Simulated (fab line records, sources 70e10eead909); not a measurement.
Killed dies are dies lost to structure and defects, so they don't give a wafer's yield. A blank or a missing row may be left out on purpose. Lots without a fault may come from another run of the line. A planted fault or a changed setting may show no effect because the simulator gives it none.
Chamber matching | flow nand_harc | NHARC_A_BLC_DESCUM_15 on rie_diel-11: 4 sister chambers
The step chemistry O2, time 3 s. 4 wafers are shown with their chamber, then 8 later ones without.

WAFERS WITH THEIR CHAMBER
wafer  | chamber | drypump_motor_current_A (A)
L083.5 | 3       | 6.2
L091.1 | 0       | 6.4
L091.3 | 2       | 5.9
L090.1 | 1       | 5.0

WAFERS WITHOUT THEIR CHAMBER
wafer  | drypump_motor_current_A (A)
L090.2 | 5.8
L090.6 | 6.4
L095.1 | 5.8
L095.2 | 6.5
L095.4 | 6.2
L097.1 | 5.8
L097.5 | 5.0
L097.6 | 6.4

WHICH CHAMBER EACH WENT THROUGH
wafer  | from the rows above | in truth
L090.2 | 2                   | 2
L090.6 | 0                   | 0
L095.1 | 2                   | 2
L095.2 | 0                   | 0
L095.4 | 3                   | 3
L097.1 | 2                   | 2
L097.5 | 1                   | 1
L097.6 | 0                   | 0
Placed correctly: 8 of 8. Can't be placed from these rows: 0. Placed wrongly: 0.
How it was worked out, from the rows above alone: a wafer's distance from a chamber is the root of the sum, over the readings, of the square of ((its reading less the chamber's mean) divided by the reading's scatter). The wafer belongs to the nearest chamber; if the next one is less than 2 further off, it can't be placed. A chamber's mean is the mean of its shown wafers. The scatter: with one shown wafer a chamber, the root of the mean of the squares of how far each hidden wafer lies from its nearest shown one.
